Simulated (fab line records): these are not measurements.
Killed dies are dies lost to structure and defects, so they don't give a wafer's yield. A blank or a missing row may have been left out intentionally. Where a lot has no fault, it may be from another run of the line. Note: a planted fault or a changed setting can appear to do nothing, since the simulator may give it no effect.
fab line records ; flow nand_harc
record lots=6; wafers=18; last_day=33
route steps=1302 shown P_GATE@170 END@1302
lots untouched by any fault: they come from a run of this same line in which no faults occurred
start_h: hours from the record's opening day to when the first of the lot's shown wafers began ; wait_h: time in hours since the lot's previous step ; " unchanged from the row above ; L1.1+2: a row that stands for several wafers ; - no value, or no start given ; * or withheld: withheld ; < > ~ a bound
route shown NAME@n: a module of which the file shows steps, and the number in the route of the first ; usual: the fault-free wafers' mean and standard deviation ; same: alike in all rows ; chamber/n: place in a boat ; sites: readings site by site ; _std_site: standard deviation of those values ; _edge_site: inner sites' mean taken away from outer sites' mean ; radius_mm: for every site, how far away it sits from the centre of the wafer ; mask NAME#n: copy n ; behind: the last tool/chamber to shape the wafer ; hold: why the lot was held/for how many hours/how that ended ; device: which transistor (n, p or np) failed to switch ; end of line: the same wafers' tests at the end of the route ; a step given without rows: its recipe and nothing more ; killed: dies that structure and defects cost at the first sort, which is not the same as the wafer's yield ; map: the dies of a wafer, with x for killed, . for not killed, _ for no die there
set.NAME: the setting as run; set.NAME@STEP: as run at that earlier step ; model.NAME: the simulator's own value behind a step, which no gauge read
lots at selected steps of the route; one table per step, one row per wafer
services: from which hour (start_h, from the record's first day; less than 0 if before it) a tool's chamber was out of use, for how many hours, and why
## steps
# step NHARC_P_GATE_CD_MEAS_46
# recipe target_cd_nm=720; landing_energy_ev=500
# usual cd_nm=721.1/2.4
lot.wafer;tool;chamber;start_h;wait_h;cd_nm
L969.1;cd_sem-03;0;116.74;-;720.1
L969.2;cd_sem-03;0;116.74;-;717.7
L969.3;cd_sem-03;0;116.74;-;720.9
L970.1;cd_sem-02;0;117.38;-;719.5
L970.2;cd_sem-02;0;117.38;-;720.7
L970.6;cd_sem-02;0;117.38;-;722.5
L978.3;cd_sem-02;0;196.21;-;720.3
L978.4;cd_sem-02;0;196.21;-;716.5
L978.5;cd_sem-02;0;196.21;-;721.0
L983.1;cd_sem-02;0;254.64;-;722.6
L983.3;cd_sem-02;0;254.64;-;723.2
L983.5;cd_sem-02;0;254.64;-;722.3
L985.2;cd_sem-02;0;270.16;-;722.4
L985.3;cd_sem-02;0;270.16;-;725.0
L985.6;cd_sem-02;0;270.16;-;722.8
L990.1;cd_sem-01;0;333.17;-;722.5
L990.5;cd_sem-01;0;333.17;-;719.6
L990.6;cd_sem-01;0;333.17;-;715.3
# step NHARC_P_GATE_HARDBAKE_47
# recipe temp_c=125; time_s=80
# step NHARC_P_GATE_DESCUM_48
# recipe time_s=3; o2_flow_sccm=200; ar_flow_sccm=0; bias_power_w=0; chemistry=O2
# step NHARC_P_GATE_IMPLANT_49
# recipe energy_kev=30; dose_cm2=3e+15; tilt_deg=7
# step NHARC_P_GATE_STRIP_111
# recipe power_w=1500; temp_c=110; time_s=250; chemistry=N2/H2
# step NHARC_P_GATE_STRIP_75
# recipe power_w=1500; temp_c=250; chemistry=O2
# step NHARC_P_GATE_STRIP_50
# recipe time_s=900; temp_c=130; chemistry=SPM
# step NHARC_P_GATE_DEHYDRATE_51
# recipe temp_c=150; time_s=120
# step NHARC_P_GATE_HMDS_52
# recipe time_s=30
# step NHARC_P_GATE_COAT_53
# recipe spin_rpm=3000
# step NHARC_P_GATE_SOFTBAKE_54
# recipe temp_c=122; time_s=95
# step NHARC_P_GATE_EBR_55
# step NHARC_P_GATE_EXPOSE_56
# recipe na=0.6; target_cd_nm=720; dose_mj=14.81; mask_id=P_PSD
lot.wafer;tool;chamber;start_h;wait_h;mask;model.P_GATE.overlay_x_nm
L969.1+2+3;krf_scanner-04;0;118.35;-;P_PSD#0;3.024
L970.1+2+6;krf_scanner-01;0;119.00;-;P_PSD#0;9.422
L978.3+4+5;krf_scanner-04;0;197.88;-;P_PSD#0;4.778
L983.1+3+5;krf_scanner-03;0;256.23;-;P_PSD#0;0.7698
L985.2+3+6;krf_scanner-04;0;271.67;-;P_PSD#0;-91.26
L990.1+5+6;krf_scanner-04;0;334.77;-;P_PSD#0;-94.29
# step NHARC_P_GATE_PEB_57
# recipe peb_temp_c=118; peb_time_s=85
# step NHARC_P_GATE_DEVELOP_58
# recipe time_s=70
# step NHARC_P_GATE_CD_MEAS_59
# recipe target_cd_nm=720; landing_energy_ev=500
# usual cd_nm=719.7/2
lot.wafer;tool;chamber;start_h;wait_h;cd_nm
L969.1;cd_sem-03;0;118.51;-;719.7
L969.2;cd_sem-03;0;118.51;-;719.1
L969.3;cd_sem-03;0;118.51;-;721.3
L970.1;cd_sem-01;0;119.16;-;722.2
L970.2;cd_sem-01;0;119.16;-;718.2
L970.6;cd_sem-01;0;119.16;-;722.3
L978.3;cd_sem-02;0;198.03;-;720.1
L978.4;cd_sem-02;0;198.03;-;719.9
L978.5;cd_sem-02;0;198.03;-;717.6
L983.1;cd_sem-02;0;256.39;-;722.6
L983.3;cd_sem-02;0;256.39;-;723.3
L983.5;cd_sem-02;0;256.39;-;718.9
L985.2;cd_sem-01;0;271.82;-;723.3
L985.3;cd_sem-01;0;271.82;-;724.9
L985.6;cd_sem-01;0;271.82;-;719.0
L990.1;cd_sem-03;0;334.92;-;718.7
L990.5;cd_sem-03;0;334.92;-;718.9
L990.6;cd_sem-03;0;334.92;-;716.8
# step NHARC_P_GATE_HARDBAKE_60
# recipe temp_c=125; time_s=80
# step NHARC_P_GATE_DESCUM_61
# recipe time_s=3; o2_flow_sccm=200; ar_flow_sccm=0; bias_power_w=0; chemistry=O2
# step NHARC_P_GATE_IMPLANT_62
# recipe energy_kev=20; dose_cm2=3e+15; tilt_deg=7
# step NHARC_P_GATE_STRIP_112
# recipe power_w=1500; temp_c=110; time_s=200; chemistry=N2/H2
# step NHARC_P_GATE_STRIP_76
# recipe power_w=1500; temp_c=250; chemistry=O2
# usual drypump_motor_current_A=5.7/0.7; heater_power_w=334/19
lot.wafer;tool;chamber;start_h;wait_h;drypump_motor_current_A;heater_power_w;rf_hours_counter_h
L969.1;plasma_asher-02;0;119.30;0.2;5.9;318;7
L969.2;plasma_asher-02;1;119.30;0.2;5.0;322;7
L969.3;plasma_asher-02;0;119.30;0.2;5.9;326;-
L970.2;plasma_asher-01;1;119.95;0.2;5.0;318;27
L970.1;plasma_asher-01;0;119.95;0.2;6.6;367;27
L970.6;plasma_asher-01;1;119.95;0.2;5.0;303;-
L978.4;plasma_asher-01;0;198.84;0.2;6.6;347;-
L978.3;plasma_asher-01;1;198.84;0.2;5.1;319;-
L978.5;plasma_asher-01;1;198.84;0.2;5.0;313;-
L983.1;plasma_asher-01;1;257.22;0.2;5.1;312;19
L983.3;plasma_asher-01;0;257.22;0.2;6.6;348;-
L983.5;plasma_asher-01;0;257.22;0.2;6.6;345;-
L985.2;plasma_asher-01;0;272.63;0.2;6.5;361;23
L985.3;plasma_asher-01;0;272.63;0.2;6.6;350;-
L985.6;plasma_asher-01;1;272.63;0.2;5.1;315;-
L990.1;plasma_asher-01;0;335.72;0.2;6.6;360;35
L990.5;plasma_asher-01;1;335.72;0.2;5.1;318;-
L990.6;plasma_asher-01;0;335.72;0.2;6.5;362;-
# step NHARC_P_GATE_STRIP_63
# recipe time_s=900; temp_c=130; chemistry=SPM
# step NHARC_P_GATE_DEHYDRATE_83
# recipe temp_c=150; time_s=120
# step NHARC_P_GATE_HMDS_84
# recipe time_s=30
# step NHARC_P_GATE_COAT_85
# recipe spin_rpm=3000
# step NHARC_P_GATE_SOFTBAKE_86
# recipe temp_c=122; time_s=95
# step NHARC_P_GATE_EBR_87
# step NHARC_P_GATE_EXPOSE_88
# recipe na=0.6; target_cd_nm=2000; dose_mj=11.87; mask_id=P_HVN
# step NHARC_P_GATE_PEB_89
# recipe peb_temp_c=118; peb_time_s=85
# step NHARC_P_GATE_DEVELOP_90
# recipe time_s=70
# step NHARC_P_GATE_CD_MEAS_91
# recipe target_cd_nm=2000; landing_energy_ev=500
# usual cd_nm=2000.7/2.8
lot.wafer;tool;chamber;start_h;wait_h;cd_nm
L969.1;cd_sem-01;0;120.21;-;2000.2
L969.2;cd_sem-01;0;120.21;-;2005.1
L969.3;cd_sem-01;0;120.21;-;2003.9
L970.1;cd_sem-03;0;120.87;-;1998.9
L970.2;cd_sem-03;0;120.87;-;2001.8
L970.6;cd_sem-03;0;120.87;-;2005.4
L978.3;cd_sem-03;0;199.74;-;2003.0
L978.4;cd_sem-03;0;199.74;-;2000.7
L978.5;cd_sem-03;0;199.74;-;2000.3
L983.1;cd_sem-02;0;258.00;-;2001.4
L983.3;cd_sem-02;0;258.00;-;2004.9
L983.5;cd_sem-02;0;258.00;-;2002.3
L985.2;cd_sem-01;0;273.56;-;2001.8
L985.3;cd_sem-01;0;273.56;-;2001.5
L985.6;cd_sem-01;0;273.56;-;2000.5
L990.1;cd_sem-02;0;336.50;-;2001.5
L990.5;cd_sem-02;0;336.50;-;2004.2
L990.6;cd_sem-02;0;336.50;-;2002.6
# step NHARC_P_GATE_HARDBAKE_92
# recipe temp_c=125; time_s=80
# step NHARC_P_GATE_DESCUM_93
# recipe time_s=3; o2_flow_sccm=200; ar_flow_sccm=0; bias_power_w=0; chemistry=O2
# usual drypump_motor_current_A=5.6/0.57; oes_product_au=0.998/0.013; rf_vpp_V=57.7/0.93; showerhead_plenum_p_Torr=1.90/0.093; throttle_valve_pct=11.312/0.0091
# same bias_power_w=0
lot.wafer;tool;chamber;start_h;wait_h;drypump_motor_current_A;oes_product_au;rf_hours_counter_h;rf_vpp_V;showerhead_plenum_p_Torr;throttle_valve_pct
L969.2;rie_diel-12;0;120.39;-;6.6;0.997;1;56.7;2.02;11.308
L969.3;rie_diel-12;1;120.39;-;5.8;0.977;1;58.1;1.85;11.308
L969.1;rie_diel-12;2;120.39;-;6.2;1.012;1;57.8;2.03;11.312
L970.2;rie_diel-12;3;121.03;-;5.7;1.024;1;58.3;1.92;11.299
L970.1;rie_diel-12;2;121.03;-;6.2;1.007;1;58.3;2.03;11.294
L970.6;rie_diel-12;3;121.03;-;5.7;1.022;-;58.9;1.92;11.320
L978.3;rie_diel-03;2;199.89;-;6.5;0.998;3;57.7;1.83;11.324
L978.4;rie_diel-03;3;199.89;-;5.0;1.007;3;57.9;1.81;11.308
L978.5;rie_diel-03;2;199.89;-;6.4;0.996;-;57.1;1.83;11.325
L983.1;rie_diel-12;0;258.18;-;6.6;0.996;8;59.7;2.02;11.314
L983.3;rie_diel-12;1;258.18;-;5.8;0.997;10;56.5;1.84;11.317
L983.5;rie_diel-12;2;258.18;-;6.1;1.009;-;57.9;2.03;11.310
L985.3;rie_diel-02;1;273.74;-;4.8;0.989;2;58.8;1.82;11.320
L985.2;rie_diel-02;2;273.74;-;5.7;1.000;3;56.7;1.88;11.309
L985.6;rie_diel-02;3;273.74;-;4.8;1.008;-;56.7;1.80;11.306
L990.1;rie_diel-03;1;336.66;-;5.3;1.007;3;57.7;1.82;11.298
L990.6;rie_diel-03;1;336.66;-;5.3;1.012;-;57.5;1.82;11.313
L990.5;rie_diel-03;0;336.66;-;5.6;0.995;-;60.0;1.90;11.298
# step NHARC_P_GATE_IMPLANT_94
# recipe energy_kev=60; dose_cm2=2e+15; tilt_deg=7
# step NHARC_P_GATE_STRIP_113
# recipe power_w=1500; temp_c=110; time_s=740; chemistry=N2/H2
# usual drypump_motor_current_A=5.7/0.65; heater_power_w=89/4.7
lot.wafer;tool;chamber;start_h;wait_h;drypump_motor_current_A;heater_power_w;rf_hours_counter_h
L969.2;plasma_asher-02;1;120.74;0.2;5.0;87;8
L969.1;plasma_asher-02;0;120.74;0.2;5.9;86;8
L969.3;plasma_asher-02;1;120.74;0.2;5.1;89;-
L970.2;plasma_asher-01;0;121.40;0.2;6.6;98;28
L970.1;plasma_asher-01;1;121.40;0.2;5.1;85;28
L970.6;plasma_asher-01;0;121.40;0.2;6.6;95;-
L978.3;plasma_asher-02;0;200.50;0.4;5.9;87;-
L978.4;plasma_asher-02;1;200.50;0.4;5.0;87;-
L978.5;plasma_asher-02;1;200.50;0.4;5.0;86;-
L983.1;plasma_asher-01;0;258.73;0.4;6.6;95;20
L983.3;plasma_asher-01;0;258.73;0.4;6.6;94;-
L983.5;plasma_asher-01;0;258.73;0.4;6.6;93;-
L985.2;plasma_asher-01;0;274.21;0.3;6.6;96;23
L985.3;plasma_asher-01;0;274.21;0.3;6.6;96;-
L985.6;plasma_asher-01;0;274.21;0.3;6.6;95;-
L990.1;plasma_asher-02;0;337.05;0.2;5.9;86;13
L990.5;plasma_asher-02;0;337.05;0.2;5.9;86;-
L990.6;plasma_asher-02;1;337.05;0.2;5.1;91;-
# step NHARC_P_GATE_STRIP_95
# recipe power_w=1500; temp_c=250; chemistry=O2
# step NHARC_P_GATE_STRIP_96
# recipe time_s=900; temp_c=130; chemistry=SPM
# step NHARC_P_GATE_RTA_64
# recipe temp_c=1050; time_s=1
# usual lamp_power_pct=38/4.9; lamp_zone_2_pct=38/4.9; lamp_zone_7_pct=38/4.9; wafer_temp_C_max=1053.5/0.99
lot.wafer;tool;chamber;start_h;wait_h;lamp_power_pct;lamp_zone_2_pct;lamp_zone_7_pct;wafer_temp_C_max
L969.1;rtp_anneal-01;0;122.03;-;42;42;43;1052.9
L969.2;rtp_anneal-01;0;122.03;-;42;42;43;1052.2
L969.3;rtp_anneal-01;0;122.03;-;42;42;43;1051.7
L970.1;rtp_anneal-01;0;122.80;-;42;42;43;1052.8
L970.2;rtp_anneal-01;0;122.80;-;42;42;43;1052.6
L970.6;rtp_anneal-01;0;122.80;-;42;42;43;1051.9
L978.3;rtp_anneal-02;0;201.61;-;33;33;33;1054.4
L978.4;rtp_anneal-02;0;201.61;-;33;33;33;1054.2
L978.5;rtp_anneal-02;0;201.61;-;33;33;33;1053.6
L983.1;rtp_anneal-02;0;259.90;-;33;33;33;1053.5
L983.3;rtp_anneal-02;0;259.90;-;33;33;33;1054.9
L983.5;rtp_anneal-02;0;259.90;-;33;33;33;1052.9
L985.2;rtp_anneal-01;0;275.40;-;42;42;43;1054.3
L985.3;rtp_anneal-01;0;275.40;-;42;42;43;1052.3
L985.6;rtp_anneal-01;0;275.40;-;42;42;43;1052.8
L990.1;rtp_anneal-02;0;338.33;-;33;33;33;1054.3
L990.5;rtp_anneal-02;0;338.33;-;33;33;33;1053.5
L990.6;rtp_anneal-02;0;338.33;-;33;33;33;1053.7
# step NHARC_P_GATE_ETCH_77
# recipe target_depth_a=60; chemistry=dHF; material=SiO2
# step NHARC_P_GATE_DEGAS_109
# recipe temp_c=300; time_s=60
# usual heater_power_w=463/39
lot.wafer;tool;chamber;start_h;wait_h;heater_power_w
L969.2;pvd_sputter-02;-;122.34;0.1;464
L969.3;pvd_sputter-02;-;122.34;0.1;463
L969.1;pvd_sputter-02;-;122.34;0.1;409
L970.1;pvd_sputter-01;-;123.10;0.1;516
L970.2;pvd_sputter-01;-;123.10;0.1;444
L970.6;pvd_sputter-01;-;123.10;0.1;543
L978.3;pvd_sputter-02;-;201.87;0.1;450
L978.4;pvd_sputter-02;-;201.87;0.1;407
L978.5;pvd_sputter-02;-;201.87;0.1;410
L983.3;pvd_sputter-03;-;260.20;0.1;438
L983.1;pvd_sputter-03;-;260.20;0.1;454
L983.5;pvd_sputter-03;-;260.20;0.1;424
L985.3;pvd_sputter-01;-;275.69;0.1;547
L985.2;pvd_sputter-01;-;275.69;0.1;505
L985.6;pvd_sputter-01;-;275.69;0.1;445
L990.1;pvd_sputter-01;-;338.64;0.1;469
L990.5;pvd_sputter-01;-;338.64;0.1;547
L990.6;pvd_sputter-01;-;338.64;0.1;496
# step NHARC_P_GATE_PRE_CLEAN_110
# recipe time_s=30; bias_v=200; gas=Ar
# step NHARC_P_GATE_SPUTTER_78
# recipe target_thk_a=100; material=Ni
# step NHARC_END_SORT_01
# recipe temp_c=25
# usual killed_at_array=52/16; killed_at_other=0.8/0.98; killed_at_periphery=4.2/2.9; killed_dies=57/16; killed_open=3.3/1.9; killed_short=2.5/1.5
# same gross_dies=677
lot.wafer;tool;chamber;start_h;wait_h;killed_at_array;killed_at_other;killed_at_periphery;killed_dies;killed_open;killed_short
L985.2;prober-02;0;727.20;2.8;55;1;23;79;4;2
L985.3;prober-02;0;728.00;3.1;73;2;10;85;2;4
L985.6;prober-02;0;730.41;4.0;57;0;10;67;2;3
L990.1;prober-01;0;780.25;2.5;26;0;16;42;2;3
L990.5;prober-01;0;783.47;3.7;27;0;16;43;5;3
L990.6;prober-01;0;784.27;4.0;21;0;12;33;4;1
# killed by level:class
L985.2 A_SLIT:chamber_film_flake=25 A_CHANNEL_HOLE_D1:chamber_film_flake=19 P_GATE:overlay=9 P_GATE:chamber_film_flake=4 P_M2:chamber_film_flake=4 P_BONDPAD:chamber_film_flake=3 A_CONTACT:chamber_film_flake=2 A_CHANNEL_FILL_D2:chamber_film_flake=2
L985.3 A_SLIT:chamber_film_flake=30 A_CHANNEL_HOLE_D1:chamber_film_flake=30 A_CONTACT:chamber_film_flake=4 P_M2:chamber_film_flake=3 A_M0:geometric_particle:short=2 P_STI:chamber_film_flake=2 A_CHANNEL_FILL_D2:chamber_film_flake=2 A_STAIRCASE:chamber_film_flake=2
L985.6 A_SLIT:chamber_film_flake=22 A_CHANNEL_HOLE_D1:chamber_film_flake=21 P_GATE:overlay=6 A_CONTACT:chamber_film_flake=4 A_ZERO_WELL:chamber_film_flake=3 P_M2:chamber_film_flake=2 A_ONON_D1:geometric_particle:short=1 A_DECK1_JOINT:geometric_particle:short=1
L990.1 P_GATE:overlay=13 A_CONTACT:chamber_film_flake=9 A_SLIT:chamber_film_flake=5 A_ZERO_WELL:chamber_film_flake=2 A_CHANNEL_HOLE_D2:chamber_film_flake=2 A_STAIRCASE:chamber_film_flake=2 P_CONTACT:geometric_particle:open=1 A_CHANNEL_FILL_D1:geometric_particle:short=1
L990.5 A_CONTACT:chamber_film_flake=12 P_GATE:overlay=11 P_M0:geometric_particle:open=4 A_CHANNEL_HOLE_D1:chamber_film_flake=3 A_ONON_D1:geometric_particle:short=2 A_ZERO_WELL:chamber_film_flake=2 A_SLIT:chamber_film_flake=2 A_ONON_D1:geometric_particle:open=1
L990.6 P_GATE:overlay=10 A_CONTACT:chamber_film_flake=4 A_STAIRCASE:chamber_film_flake=4 A_SLIT:chamber_film_flake=3 A_CHANNEL_FILL_D2:geometric_particle:open=2 A_CHANNEL_HOLE_D1:chamber_film_flake=2 A_DECK1_JOINT:chamber_film_flake=2 P_M0:geometric_particle:open=1
# map L985.3 (x killed, . not)
____________.____________
_________......._________
_______..........._______
______.............______
_____x......x......._____
____.......x.........____
____.......x.........____
___...................___
___...x.x...........xx___
__.............x...x.xx__
__...x.....x.....x.xxxx__
_.................xxxxx._
_.................xxxxxx_
_....x..........x.....x._
_.................xxxx.x_
_................xx.xx.._
..................x......
.....x......x..x..x......
...............x.........
....x....................
.........................
_.....x................._
_...x..x................_
_....xxxx.x............._
_...xxxxx..............._
_...xxxxx..............._
__..xxxxxx........x....__
__.xxxxxx..............__
___x..x...............___
___.x....x.......x....___
____.................____
____.................____
_____..............._____
______.............______
_______..........._______
_________......._________
____________.____________
# map L990.5 (x killed, . not)
____________.____________
_________......._________
_______......x...._______
______.............______
_____..............._____
____.................____
____.................____
___...................___
___......x.x..........___
__......x..x.x...x.....__
__.......x.............__
_................x.....x_
_....x..x...x..........x_
_..........x.......x.xx._
_.....x....x............_
_......................._
.........................
.........xx..............
.........................
...x.....x............x..
....x.....x..............
_......................._
_.....................x._
_......................._
_....x..............x..._
_.x...............x....._
__.xx..................__
__........xx...........__
___...................___
___.x..x..............___
____...x.............____
____.........x.......____
_____..............._____
______.............______
_______..........x_______
_________......x_________
____________x____________
## services
tool;chamber;start_h;hours;kind
pvd_sputter-03;-;94.53;6.3;repair
pvd_sputter-02;-;104.00;10.0;pm
rie_diel-03;-;104.30;9.0;pm
krf_scanner-01;-;120.30;5.7;repair
krf_scanner-01;-;140.00;4.0;pm
krf_scanner-03;-;159.74;0.1;repair
plasma_asher-01;-;165.14;9.0;pm
krf_scanner-04;-;182.01;4.0;pm
krf_scanner-03;-;202.45;4.9;repair
pvd_sputter-01;-;205.66;10.1;repair
pvd_sputter-03;-;209.34;10.0;pm
krf_scanner-04;-;211.10;1.9;repair
pvd_sputter-01;-;226.00;10.0;pm
rie_diel-12;3;236.02;4.3;repair
krf_scanner-04;-;243.81;0.4;repair
plasma_asher-02;-;249.36;9.0;pm
rie_diel-03;0;265.73;15.7;repair
rie_diel-12;2;266.34;1.9;repair
rie_diel-12;-;268.40;9.0;pm
rie_diel-03;2;277.80;8.3;repair
rie_diel-03;-;281.30;9.0;pm
pvd_sputter-02;-;282.06;10.0;pm
plasma_asher-02;-;290.74;4.1;repair
plasma_asher-01;-;318.08;0.9;repair
## key
first_sign step=NHARC_END_SORT_01; reading=killed_at_periphery; direction=up; sigmas=3.5; usual=4.2; struck=14.5; wafers_moved=5
effect none on later readings
model_effect step=NHARC_P_GATE_EXPOSE_56; value=P_GATE.overlay_x_nm; without=-5.486; struck=-92.77
met_at NHARC_P_GATE_EXPOSE_56
struck_wafers L985.2,L985.3,L985.6,L990.1,L990.5,L990.6
tester_left_out L985,L990
onset_between 197.88 271.67
also_fits time
fault kind=scanner_matching_overlay; tool=krf_scanner-04; chamber=-; onset_h=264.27; steps=NHARC_P_GATE_EXPOSE_56; offset=-87.287
# tester_left_out: of these lots the tester's yield and bins aren't shown, on N5 and GAA mostly nor the transistor test; their killed dies are dies lost to structure and defects alone, not to doping, threshold or leakage, so they don't give the yield
